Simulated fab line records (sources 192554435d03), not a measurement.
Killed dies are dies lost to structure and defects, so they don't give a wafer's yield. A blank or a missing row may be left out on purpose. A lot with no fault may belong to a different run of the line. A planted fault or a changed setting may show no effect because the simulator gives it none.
The tool behind it: which one? / flow n5_finfet / 7 lots with 19 wafers sampled at 8 steps, on a route of 1938 steps

## WHAT EACH GAUGE READ, for each wafer
N5_BEOL_M10_OCD_MEAS_38. Usual: trench_depth_nm 147.8 nm, standard deviation 2.
lot=L845; measured=day 10 14:00; on=ocd-02; trench_depth_nm (nm)=146.5 148.9 149.8; flag=
lot=L849; measured=day 11 14:41; on=ocd-02; trench_depth_nm (nm)=146.6 145.6 148.4; flag=
lot=L850; measured=day 12 05:58; on=ocd-01; trench_depth_nm (nm)=147.6 147.4 149.7; flag=
lot=L858; measured=day 14 15:13; on=ocd-02; trench_depth_nm (nm)=212.9 212.3; flag=OFF
lot=L861; measured=day 15 11:19; on=ocd-01; trench_depth_nm (nm)=213.1 148.1; flag=OFF
lot=L865; measured=day 16 00:24; on=ocd-02; trench_depth_nm (nm)=149.2 149.7 151.1; flag=
lot=L868; measured=day 16 22:26; on=ocd-02; trench_depth_nm (nm)=151.9 148.8 151.5; flag=

N5_BEOL_M10_THK_MEAS_53: measures by xrf. Usual: M10_THK typically reads 138.7 nm, with standard deviation 2.4.
lot=L845; measured=day 10 17:52; on=film_metro-02; M10_THK (nm)=137.4 140.2 140.7; flag=
lot=L849; measured=day 11 18:37; on=film_metro-02; M10_THK (nm)=134.7 134.9 135.6; flag=
lot=L850; measured=day 12 08:24; on=film_metro-01; M10_THK (nm)=139.6 137.1 139.5; flag=
lot=L858; measured=day 14 17:55; on=film_metro-02; M10_THK (nm)=203.4 201.9; flag=OFF
lot=L861; measured=day 15 14:40; on=film_metro-02; M10_THK (nm)=203.6 139.4; flag=OFF
lot=L865; measured=day 16 03:52; on=film_metro-01; M10_THK (nm)=142.7 143.6 142.3; flag=
lot=L868; measured=day 17 01:23; on=film_metro-02; M10_THK (nm)=144.3 139.8 143.7; flag=

N5_BEOL_M10_RS_MEAS_57: measures by four-point-probe. Usual: M10_RS typically reads 0.1521 ohm/sq, with standard deviation 0.0027.
lot=L845; measured=day 10 18:00; on=film_metro-02; M10_RS (ohm/sq)=0.1518 0.1484 0.1495; flag=
lot=L849; measured=day 11 18:45; on=film_metro-02; M10_RS (ohm/sq)=0.1554 0.1559 0.1556; flag=
lot=L850; measured=day 12 08:32; on=film_metro-01; M10_RS (ohm/sq)=0.1503 0.1532 0.1499; flag=
lot=L858; measured=day 14 18:04; on=film_metro-01; M10_RS (ohm/sq)=0.1003 0.1011; flag=OFF
lot=L861; measured=day 15 14:48; on=film_metro-02; M10_RS (ohm/sq)=0.1005 0.1519; flag=OFF
lot=L865; measured=day 16 04:00; on=film_metro-02; M10_RS (ohm/sq)=0.1474 0.1461 0.1477; flag=
lot=L868; measured=day 17 01:32; on=film_metro-02; M10_RS (ohm/sq)=0.1475 0.1521 0.1482; flag=

N5_BEOL_M15_RC_MEAS_101. Usual: COMB_M11 1.6e-11 S/m, standard deviation 3.1e-12; COMB_M12 7.4e-12 S/m, standard deviation 1.2e-12; COMB_M13 6.1e-12 S/m, standard deviation 1e-12; COMB_M14 4.7e-12 S/m, standard deviation 7.9e-13; COMB_M15 3.6e-12 S/m, standard deviation 6.1e-13; COMB_M5 3.8e-11 S/m, standard deviation 7.1e-12; COMB_M5_max_site 5.3e-11 S/m, standard deviation 1.1e-11; COMB_M6 2.7e-11 S/m, standard deviation 5.5e-12; COMB_M7 2.7e-11 S/m, standard deviation 4.9e-12; COMB_M8 2.5e-11 S/m, standard deviation 5.5e-12; COMB_M8_max_site 3.6e-11 S/m, standard deviation 8.4e-12; COMB_M9 1.56e-11 S/m, standard deviation 2.9e-12; SERP_M10 3.11 ohm/um, standard deviation 0.064; SERP_M10_max_site 3.20 ohm/um, standard deviation 0.072; SERP_M11 3.04 ohm/um, standard deviation 0.067; SERP_M12 0.634 ohm/um, standard deviation 0.016; SERP_M13 0.307 ohm/um, standard deviation 0.0062; SERP_M14 0.161 ohm/um, standard deviation 0.003; SERP_M5 38.3 ohm/um, standard deviation 1.3; SERP_M6 13.8 ohm/um, standard deviation 0.46; SERP_M7 13.8 ohm/um, standard deviation 0.36; SERP_M8 14.0 ohm/um, standard deviation 0.49; SERP_M8_max_site 14.5 ohm/um, standard deviation 0.56; SERP_M9 3.05 ohm/um, standard deviation 0.066.
lot=L845; measured=day 12 04:42; on=prober-02; COMB_M11 (S/m)=2e-11 1.6e-11 1.8e-11; COMB_M12 (S/m)=8.3e-12 6.3e-12 5.6e-12; COMB_M13 (S/m)=8.5e-12 5.7e-12 5.1e-12; COMB_M14 (S/m)=5e-12 5.1e-12 4.9e-12; COMB_M15 (S/m)=3.7e-12 4.6e-12 3.3e-12; COMB_M5 (S/m)=5.4e-11 4.1e-11 2.8e-11; COMB_M5_max_site (S/m)=6.4e-11 5.8e-11 4.1e-11; COMB_M6 (S/m)=2.3e-11 2.6e-11 1.8e-11; COMB_M7 (S/m)=2.2e-11 2.4e-11 3.3e-11; COMB_M8 (S/m)=2.5e-11 2.7e-11 2.4e-11; COMB_M8_max_site (S/m)=4.6e-11 4.1e-11 3.6e-11; COMB_M9 (S/m)=1.32e-11 1.23e-11 1.62e-11; SERP_M10 (ohm/um)=3.01 2.95 3.00; SERP_M10_max_site (ohm/um)=3.09 3.10 3.20; SERP_M11 (ohm/um)=3.09 3.12 2.99; SERP_M12 (ohm/um)=0.632 0.644 0.629; SERP_M13 (ohm/um)=0.312 0.312 0.300; SERP_M14 (ohm/um)=0.158 0.159 0.157; SERP_M5 (ohm/um)=39.1 39.1 38.8; SERP_M6 (ohm/um)=14.7 14.1 14.2; SERP_M7 (ohm/um)=14.1 13.9 13.4; SERP_M8 (ohm/um)=13.7 14.0 14.2; SERP_M8_max_site (ohm/um)=14.7 14.5 14.9; SERP_M9 (ohm/um)=3.01 2.93 2.97; flag=
lot=L849; measured=day 13 11:55; on=prober-02; COMB_M11 (S/m)=1.2e-11 1.4e-11 1.1e-11; COMB_M12 (S/m)=6.3e-12 8.2e-12 8.7e-12; COMB_M13 (S/m)=7.2e-12 7.5e-12 6e-12; COMB_M14 (S/m)=5.9e-12 6.7e-12 4.9e-12; COMB_M15 (S/m)=4.2e-12 3.7e-12 4.3e-12; COMB_M5 (S/m)=4.5e-11 4.2e-11 3.8e-11; COMB_M5_max_site (S/m)=5e-11 5.2e-11 4.8e-11; COMB_M6 (S/m)=1.8e-11 3.2e-11 2.5e-11; COMB_M7 (S/m)=3.4e-11 2.6e-11 3.3e-11; COMB_M8 (S/m)=1.9e-11 2.9e-11 1.6e-11; COMB_M8_max_site (S/m)=2.6e-11 4.1e-11 2.2e-11; COMB_M9 (S/m)=1.81e-11 1.38e-11 1.9e-11; SERP_M10 (ohm/um)=3.12 3.17 3.22; SERP_M10_max_site (ohm/um)=3.33 3.25 3.34; SERP_M11 (ohm/um)=3.01 3.04 3.06; SERP_M12 (ohm/um)=0.656 0.658 0.636; SERP_M13 (ohm/um)=0.309 0.311 0.316; SERP_M14 (ohm/um)=0.163 0.162 0.162; SERP_M5 (ohm/um)=39.6 38.0 37.6; SERP_M6 (ohm/um)=14.2 14.8 14.5; SERP_M7 (ohm/um)=14.0 13.5 13.4; SERP_M8 (ohm/um)=13.8 13.5 13.9; SERP_M8_max_site (ohm/um)=14.1 13.9 14.2; SERP_M9 (ohm/um)=2.96 3.02 3.12; flag=
lot=L850; measured=day 13 21:54; on=prober-02; COMB_M11 (S/m)=1.7e-11 1.8e-11 2.1e-11; COMB_M12 (S/m)=7.7e-12 8.4e-12 8.4e-12; COMB_M13 (S/m)=7.8e-12 5.6e-12 7.9e-12; COMB_M14 (S/m)=4.8e-12 5.1e-12 4.9e-12; COMB_M15 (S/m)=4.7e-12 4.2e-12 3.9e-12; COMB_M5 (S/m)=2.9e-11 2.5e-11 3.3e-11; COMB_M5_max_site (S/m)=4.4e-11 3.3e-11 4.5e-11; COMB_M6 (S/m)=1.7e-11 2.2e-11 2.8e-11; COMB_M7 (S/m)=2.5e-11 2.2e-11 2.8e-11; COMB_M8 (S/m)=2.8e-11 2.8e-11 2.1e-11; COMB_M8_max_site (S/m)=3.7e-11 4.2e-11 2.8e-11; COMB_M9 (S/m)=1.91e-11 1.81e-11 2.12e-11; SERP_M10 (ohm/um)=3.05 3.05 3.01; SERP_M10_max_site (ohm/um)=3.15 3.22 3.14; SERP_M11 (ohm/um)=3.07 3.02 3.05; SERP_M12 (ohm/um)=0.659 0.632 0.647; SERP_M13 (ohm/um)=0.316 0.306 0.311; SERP_M14 (ohm/um)=0.160 0.157 0.158; SERP_M5 (ohm/um)=38.3 39.9 37.9; SERP_M6 (ohm/um)=14.1 14.6 14.8; SERP_M7 (ohm/um)=13.4 13.9 13.3; SERP_M8 (ohm/um)=14.7 13.9 13.9; SERP_M8_max_site (ohm/um)=15.3 14.3 14.6; SERP_M9 (ohm/um)=3.08 2.99 3.05; flag=
lot=L858; measured=day 16 02:39; on=prober-02; COMB_M11 (S/m)=1.4e-11 2.3e-11; COMB_M12 (S/m)=1.02e-11 8.2e-12; COMB_M13 (S/m)=6e-12 6.2e-12; COMB_M14 (S/m)=5.3e-12 5.5e-12; COMB_M15 (S/m)=4e-12 3.2e-12; COMB_M5 (S/m)=2.5e-11 3.5e-11; COMB_M5_max_site (S/m)=4.5e-11 4.8e-11; COMB_M6 (S/m)=3.1e-11 2.4e-11; COMB_M7 (S/m)=3.3e-11 2e-11; COMB_M8 (S/m)=2.2e-11 2.3e-11; COMB_M8_max_site (S/m)=3e-11 3e-11; COMB_M9 (S/m)=1.47e-11 1.51e-11; SERP_M10 (ohm/um)=2.05 2.07; SERP_M10_max_site (ohm/um)=2.11 2.12; SERP_M11 (ohm/um)=3.04 2.98; SERP_M12 (ohm/um)=0.641 0.622; SERP_M13 (ohm/um)=0.306 0.303; SERP_M14 (ohm/um)=0.160 0.159; SERP_M5 (ohm/um)=37.1 38.7; SERP_M6 (ohm/um)=13.9 14.6; SERP_M7 (ohm/um)=14.1 14.0; SERP_M8 (ohm/um)=13.9 13.8; SERP_M8_max_site (ohm/um)=14.9 14.3; SERP_M9 (ohm/um)=3.16 3.11; flag=OFF
lot=L861; measured=day 17 05:08; on=prober-02; COMB_M11 (S/m)=1.4e-11 1.6e-11; COMB_M12 (S/m)=7.2e-12 7.2e-12; COMB_M13 (S/m)=5.6e-12 5.3e-12; COMB_M14 (S/m)=4.8e-12 5.6e-12; COMB_M15 (S/m)=3.6e-12 4e-12; COMB_M5 (S/m)=3.8e-11 3.7e-11; COMB_M5_max_site (S/m)=5.8e-11 5.3e-11; COMB_M6 (S/m)=3.1e-11 3.4e-11; COMB_M7 (S/m)=3.5e-11 2.9e-11; COMB_M8 (S/m)=2.3e-11 3.2e-11; COMB_M8_max_site (S/m)=3.2e-11 3.7e-11; COMB_M9 (S/m)=1.69e-11 1.89e-11; SERP_M10 (ohm/um)=2.00 3.02; SERP_M10_max_site (ohm/um)=2.05 3.18; SERP_M11 (ohm/um)=3.18 3.04; SERP_M12 (ohm/um)=0.614 0.624; SERP_M13 (ohm/um)=0.306 0.307; SERP_M14 (ohm/um)=0.158 0.158; SERP_M5 (ohm/um)=37.2 37.0; SERP_M6 (ohm/um)=13.1 13.5; SERP_M7 (ohm/um)=13.8 13.7; SERP_M8 (ohm/um)=14.6 14.0; SERP_M8_max_site (ohm/um)=15.1 14.5; SERP_M9 (ohm/um)=3.10 2.97; flag=OFF
lot=L865; measured=day 17 16:35; on=prober-02; COMB_M11 (S/m)=2e-11 2.3e-11 2.3e-11; COMB_M12 (S/m)=8.6e-12 7.2e-12 7.5e-12; COMB_M13 (S/m)=6.3e-12 6.1e-12 6.6e-12; COMB_M14 (S/m)=4.3e-12 4.8e-12 5e-12; COMB_M15 (S/m)=4.2e-12 4.2e-12 4.7e-12; COMB_M5 (S/m)=4e-11 2.7e-11 3.3e-11; COMB_M5_max_site (S/m)=4.7e-11 4.3e-11 4.6e-11; COMB_M6 (S/m)=2.1e-11 2.3e-11 2.5e-11; COMB_M7 (S/m)=3.4e-11 2.6e-11 2.7e-11; COMB_M8 (S/m)=2.7e-11 2.3e-11 2.4e-11; COMB_M8_max_site (S/m)=4.1e-11 3.3e-11 2.9e-11; COMB_M9 (S/m)=2.29e-11 1.66e-11 1.67e-11; SERP_M10 (ohm/um)=3.03 3.04 3.04; SERP_M10_max_site (ohm/um)=3.09 3.12 3.10; SERP_M11 (ohm/um)=3.12 3.04 3.03; SERP_M12 (ohm/um)=0.626 0.633 0.599; SERP_M13 (ohm/um)=0.314 0.306 0.307; SERP_M14 (ohm/um)=0.159 0.163 0.160; SERP_M5 (ohm/um)=38.5 39.7 37.5; SERP_M6 (ohm/um)=13.1 13.7 13.4; SERP_M7 (ohm/um)=13.9 13.1 13.3; SERP_M8 (ohm/um)=14.2 15.2 14.1; SERP_M8_max_site (ohm/um)=15.1 15.6 14.6; SERP_M9 (ohm/um)=3.02 3.02 3.01; flag=
lot=L868; measured=day 18 04:50; on=prober-01; COMB_M11 (S/m)=1.9e-11 1.3e-11 1.9e-11; COMB_M12 (S/m)=7.4e-12 6.6e-12 6.3e-12; COMB_M13 (S/m)=5.8e-12 7.3e-12 5.9e-12; COMB_M14 (S/m)=4.1e-12 4.1e-12 3.8e-12; COMB_M15 (S/m)=3.2e-12 2.7e-12 2.4e-12; COMB_M5 (S/m)=2.7e-11 3.7e-11 4.1e-11; COMB_M5_max_site (S/m)=3.7e-11 4.9e-11 5.4e-11; COMB_M6 (S/m)=3.6e-11 2.9e-11 2.8e-11; COMB_M7 (S/m)=3.3e-11 2.2e-11 2e-11; COMB_M8 (S/m)=2.4e-11 1.9e-11 2.9e-11; COMB_M8_max_site (S/m)=3.3e-11 2.5e-11 3.3e-11; COMB_M9 (S/m)=1.88e-11 1.59e-11 1.98e-11; SERP_M10 (ohm/um)=3.02 3.06 3.07; SERP_M10_max_site (ohm/um)=3.15 3.13 3.20; SERP_M11 (ohm/um)=3.13 3.05 3.10; SERP_M12 (ohm/um)=0.641 0.634 0.643; SERP_M13 (ohm/um)=0.308 0.317 0.316; SERP_M14 (ohm/um)=0.162 0.164 0.161; SERP_M5 (ohm/um)=38.8 37.6 40.2; SERP_M6 (ohm/um)=13.7 13.3 13.4; SERP_M7 (ohm/um)=13.9 14.0 13.9; SERP_M8 (ohm/um)=13.8 14.5 14.0; SERP_M8_max_site (ohm/um)=14.4 15.0 14.6; SERP_M9 (ohm/um)=3.16 2.92 3.11; flag=

## WHICH TOOL RAN EACH LOT (tool, then ch and the chambers of the sampled wafers, then the start)
lot=L845; N5_BEOL_M10_STRIP_67=rie_diel-01 ch 0,1,2, day 10 11:43; N5_BEOL_M10_STRIP_36=rie_diel-01 ch 0,1,2, day 10 13:47; N5_BEOL_M10_TRENCH_ETCH_37=rie_diel-01 ch 0,1,2, day 10 13:49; N5_BEOL_M10_ALD_74=ald_metal-03 ch 0,1,3, day 10 14:58
lot=L849; N5_BEOL_M10_STRIP_67=rie_diel-01 ch 0,1,3, day 11 12:17; N5_BEOL_M10_STRIP_36=rie_diel-05 ch 0,1, day 11 14:27; N5_BEOL_M10_TRENCH_ETCH_37=rie_diel-05 ch 0,1, day 11 14:29; N5_BEOL_M10_ALD_74=ald_metal-03 ch 1,2, day 11 15:35
lot=L850; N5_BEOL_M10_STRIP_67=rie_diel-05 ch 0,1,3, day 12 03:45; N5_BEOL_M10_STRIP_36=rie_diel-05 ch 1,3, day 12 05:44; N5_BEOL_M10_TRENCH_ETCH_37=rie_diel-05 ch 1,3, day 12 05:47; N5_BEOL_M10_ALD_74=ald_metal-03 ch 0,1,2, day 12 06:56
lot=L858; N5_BEOL_M10_STRIP_67=rie_diel-01 ch 0,3, day 14 13:19; N5_BEOL_M10_STRIP_36=rie_diel-05 ch 1,2, day 14 15:00; N5_BEOL_M10_TRENCH_ETCH_37=rie_diel-05 ch 1,2, day 14 15:02; N5_BEOL_M10_ALD_74=ald_metal-03 ch 0,3, day 14 15:58
lot=L861; N5_BEOL_M10_STRIP_67=rie_diel-04 ch 1,2, day 15 09:53; N5_BEOL_M10_STRIP_36=rie_diel-05 ch 0,3, day 15 11:05; N5_BEOL_M10_TRENCH_ETCH_37=rie_diel-05 ch 0,3, day 15 11:08; N5_BEOL_M10_ALD_74=ald_metal-04 ch 2,3, day 15 12:02
lot=L865; N5_BEOL_M10_STRIP_67=rie_diel-05 ch 0,1, day 15 20:20; N5_BEOL_M10_STRIP_36=rie_diel-01 ch 0,2,3, day 16 00:10; N5_BEOL_M10_TRENCH_ETCH_37=rie_diel-01 ch 0,2,3, day 16 00:13; N5_BEOL_M10_ALD_74=ald_metal-04 ch 0,2,3, day 16 01:08
lot=L868; N5_BEOL_M10_STRIP_67=rie_diel-05 ch 0,1, day 16 20:13; N5_BEOL_M10_STRIP_36=rie_diel-01 ch 0,1,2, day 16 22:13; N5_BEOL_M10_TRENCH_ETCH_37=rie_diel-01 ch 0,1,2, day 16 22:15; N5_BEOL_M10_ALD_74=ald_metal-01 ch 0,1,3, day 16 23:16
- N5_BEOL_M10_STRIP_67: strips in CF4.
- N5_BEOL_M10_STRIP_36: strips in N2/H2.
- N5_BEOL_M10_TRENCH_ETCH_37: etches SiCOH lowk in C4F6/O2, target depth 148.83 nm, time 48 s.
- N5_BEOL_M10_ALD_74: deposits TaN, target thk 2 nm, pulse time 2 s, purge time 3 s.

## AS READ BY THE TOOLS THEMSELVES (means over the sampled wafers that have a number; for cases with no such wafer, the mark the record gives instead)
N5_BEOL_M10_STRIP_67. Usual: drypump_motor_current_A 5.6 A, standard deviation 0.47; oes_product_au 0.79 a.u., standard deviation 0.082; rf_vpp_V 270.7 V, standard deviation 1.7; showerhead_plenum_p_Torr 1.78 Torr, standard deviation 0.059; throttle_valve_pct 13.64 %, standard deviation 0.24.
lot=L845; tool=rie_diel-01; drypump_motor_current_A (A)=5.8; oes_product_au (a.u.)=0.73; rf_vpp_V (V)=269.7; showerhead_plenum_p_Torr (Torr)=1.74; throttle_valve_pct (%)=13.80; flag=
lot=L849; tool=rie_diel-01; drypump_motor_current_A (A)=5.5; oes_product_au (a.u.)=0.80; rf_vpp_V (V)=270.7; showerhead_plenum_p_Torr (Torr)=1.76; throttle_valve_pct (%)=13.54; flag=
lot=L850; tool=rie_diel-05; drypump_motor_current_A (A)=5.2; oes_product_au (a.u.)=0.74; rf_vpp_V (V)=270.7; showerhead_plenum_p_Torr (Torr)=1.79; throttle_valve_pct (%)=13.89; flag=
lot=L858; tool=rie_diel-01; drypump_motor_current_A (A)=5.3; oes_product_au (a.u.)=0.80; rf_vpp_V (V)=271.2; showerhead_plenum_p_Torr (Torr)=1.79; throttle_valve_pct (%)=13.54; flag=
lot=L861; tool=rie_diel-04; drypump_motor_current_A (A)=5.8; oes_product_au (a.u.)=0.82; rf_vpp_V (V)=269.1; showerhead_plenum_p_Torr (Torr)=1.77; throttle_valve_pct (%)=13.50; flag=
lot=L865; tool=rie_diel-05; drypump_motor_current_A (A)=4.9; oes_product_au (a.u.)=0.88; rf_vpp_V (V)=271.3; showerhead_plenum_p_Torr (Torr)=1.82; throttle_valve_pct (%)=13.57; flag=
lot=L868; tool=rie_diel-05; drypump_motor_current_A (A)=5.0; oes_product_au (a.u.)=0.82; rf_vpp_V (V)=271.0; showerhead_plenum_p_Torr (Torr)=1.81; throttle_valve_pct (%)=13.64; flag=

N5_BEOL_M10_STRIP_36. Usual: drypump_motor_current_A 5.6 A, standard deviation 0.49; oes_product_au 0.80 a.u., standard deviation 0.099; rf_vpp_V 59.0 V, standard deviation 1.9; showerhead_plenum_p_Torr 2.52 Torr, standard deviation 0.091; throttle_valve_pct 23.7 %, standard deviation 0.33.
lot=L845; tool=rie_diel-01; drypump_motor_current_A (A)=5.8; oes_product_au (a.u.)=0.73; rf_vpp_V (V)=59.0; showerhead_plenum_p_Torr (Torr)=2.45; throttle_valve_pct (%)=23.9; flag=
lot=L849; tool=rie_diel-05; drypump_motor_current_A (A)=5.0; oes_product_au (a.u.)=0.78; rf_vpp_V (V)=59.5; showerhead_plenum_p_Torr (Torr)=2.58; throttle_valve_pct (%)=23.9; flag=
lot=L850; tool=rie_diel-05; drypump_motor_current_A (A)=5.2; oes_product_au (a.u.)=0.78; rf_vpp_V (V)=58.0; showerhead_plenum_p_Torr (Torr)=2.51; throttle_valve_pct (%)=23.9; flag=
lot=L858; tool=rie_diel-05; drypump_motor_current_A (A)=5.5; oes_product_au (a.u.)=0.75; rf_vpp_V (V)=56.2; showerhead_plenum_p_Torr (Torr)=2.57; throttle_valve_pct (%)=23.9; flag=
lot=L861; tool=rie_diel-05; drypump_motor_current_A (A)=5.2; oes_product_au (a.u.)=0.81; rf_vpp_V (V)=59.8; showerhead_plenum_p_Torr (Torr)=2.50; throttle_valve_pct (%)=24.0; flag=
lot=L865; tool=rie_diel-01; drypump_motor_current_A (A)=5.6; oes_product_au (a.u.)=0.84; rf_vpp_V (V)=59.1; showerhead_plenum_p_Torr (Torr)=2.49; throttle_valve_pct (%)=23.7; flag=
lot=L868; tool=rie_diel-01; drypump_motor_current_A (A)=5.8; oes_product_au (a.u.)=0.87; rf_vpp_V (V)=59.0; showerhead_plenum_p_Torr (Torr)=2.54; throttle_valve_pct (%)=23.7; flag=

N5_BEOL_M10_TRENCH_ETCH_37. Usual: C4F6_flow_sccm 9.998 sccm, standard deviation 0.029; drypump_motor_current_A 5.6 A, standard deviation 0.49; oes_product_au 0.80 a.u., standard deviation 0.097; rf_vpp_V 663 V, standard deviation 6.1; showerhead_plenum_p_Torr 2.83 Torr, standard deviation 0.099; throttle_valve_pct 21.00 %, standard deviation 0.23.
lot=L845; tool=rie_diel-01; C4F6_flow_sccm (sccm)=10.004; drypump_motor_current_A (A)=5.8; oes_product_au (a.u.)=0.73; rf_vpp_V (V)=659; showerhead_plenum_p_Torr (Torr)=2.75; throttle_valve_pct (%)=21.10; flag=
lot=L849; tool=rie_diel-05; C4F6_flow_sccm (sccm)=9.967; drypump_motor_current_A (A)=5.0; oes_product_au (a.u.)=0.78; rf_vpp_V (V)=667; showerhead_plenum_p_Torr (Torr)=2.89; throttle_valve_pct (%)=21.11; flag=
lot=L850; tool=rie_diel-05; C4F6_flow_sccm (sccm)=9.973; drypump_motor_current_A (A)=5.2; oes_product_au (a.u.)=0.79; rf_vpp_V (V)=665; showerhead_plenum_p_Torr (Torr)=2.82; throttle_valve_pct (%)=21.13; flag=
lot=L858; tool=rie_diel-05; C4F6_flow_sccm (sccm)=9.973; drypump_motor_current_A (A)=5.5; oes_product_au (a.u.)=0.95; rf_vpp_V (V)=666; showerhead_plenum_p_Torr (Torr)=2.89; throttle_valve_pct (%)=21.21; flag=
lot=L861; tool=rie_diel-05; C4F6_flow_sccm (sccm)=10.033; drypump_motor_current_A (A)=5.3; oes_product_au (a.u.)=0.91; rf_vpp_V (V)=666; showerhead_plenum_p_Torr (Torr)=2.80; throttle_valve_pct (%)=21.22; flag=
lot=L865; tool=rie_diel-01; C4F6_flow_sccm (sccm)=9.991; drypump_motor_current_A (A)=5.6; oes_product_au (a.u.)=0.83; rf_vpp_V (V)=660; showerhead_plenum_p_Torr (Torr)=2.80; throttle_valve_pct (%)=20.93; flag=
lot=L868; tool=rie_diel-01; C4F6_flow_sccm (sccm)=10.012; drypump_motor_current_A (A)=5.8; oes_product_au (a.u.)=0.87; rf_vpp_V (V)=663; showerhead_plenum_p_Torr (Torr)=2.84; throttle_valve_pct (%)=20.91; flag=

N5_BEOL_M10_ALD_74. Usual: chamber_pressure_Torr 3.000 Torr, standard deviation 0.0061; heater_power_w 403 W, standard deviation 47.
lot=L845; tool=ald_metal-03; chamber_pressure_Torr (Torr)=3.002; heater_power_w (W)=365; flag=
lot=L849; tool=ald_metal-03; chamber_pressure_Torr (Torr)=3.003; heater_power_w (W)=472; flag=
lot=L850; tool=ald_metal-03; chamber_pressure_Torr (Torr)=3.001; heater_power_w (W)=412; flag=
lot=L858; tool=ald_metal-03; chamber_pressure_Torr (Torr)=3.007; heater_power_w (W)=353; flag=
lot=L861; tool=ald_metal-04; chamber_pressure_Torr (Torr)=3.000; heater_power_w (W)=378; flag=
lot=L865; tool=ald_metal-04; chamber_pressure_Torr (Torr)=2.995; heater_power_w (W)=401; flag=
lot=L868; tool=ald_metal-01; chamber_pressure_Torr (Torr)=3.003; heater_power_w (W)=403; flag=

## THE ANSWER, worked out from the rows above alone
Rule: lot off if the mean of its wafers having a number is beyond 3 standard deviations from the usual mean. Also off: a lot with no number at a reading for which 4 or more lots have one. The other lots that the step has rows for count as sound. Order of review: gauges by route order, followed by the tools' own readings, for which a lot's mean as printed above is used. At the first step where some lot is off, the reading lying furthest off is the one used; lots without a number count as furthest.
Off: L858, L861 (N5_BEOL_M10_OCD_MEAS_38, trench_depth_nm).
If a tool, at a process step before that reading, ran all the lots that are off and no sound lot after the first of them, it fits. Not tried: the gauges at N5_BEOL_M10_OCD_MEAS_38; whatever is off there is also off at N5_BEOL_M10_THK_MEAS_53, on other tools, and gauge error can't account for it. One candidate fits, namely rie_diel-05 at N5_BEOL_M10_STRIP_36 and N5_BEOL_M10_TRENCH_ETCH_37. At N5_BEOL_M10_STRIP_36 its last sound lot is L850 (day 12 05:44), its first lot that is off L858 (day 14 15:00): a fault that began between those two fits.

## WHAT THE SIMULATOR PUT IN
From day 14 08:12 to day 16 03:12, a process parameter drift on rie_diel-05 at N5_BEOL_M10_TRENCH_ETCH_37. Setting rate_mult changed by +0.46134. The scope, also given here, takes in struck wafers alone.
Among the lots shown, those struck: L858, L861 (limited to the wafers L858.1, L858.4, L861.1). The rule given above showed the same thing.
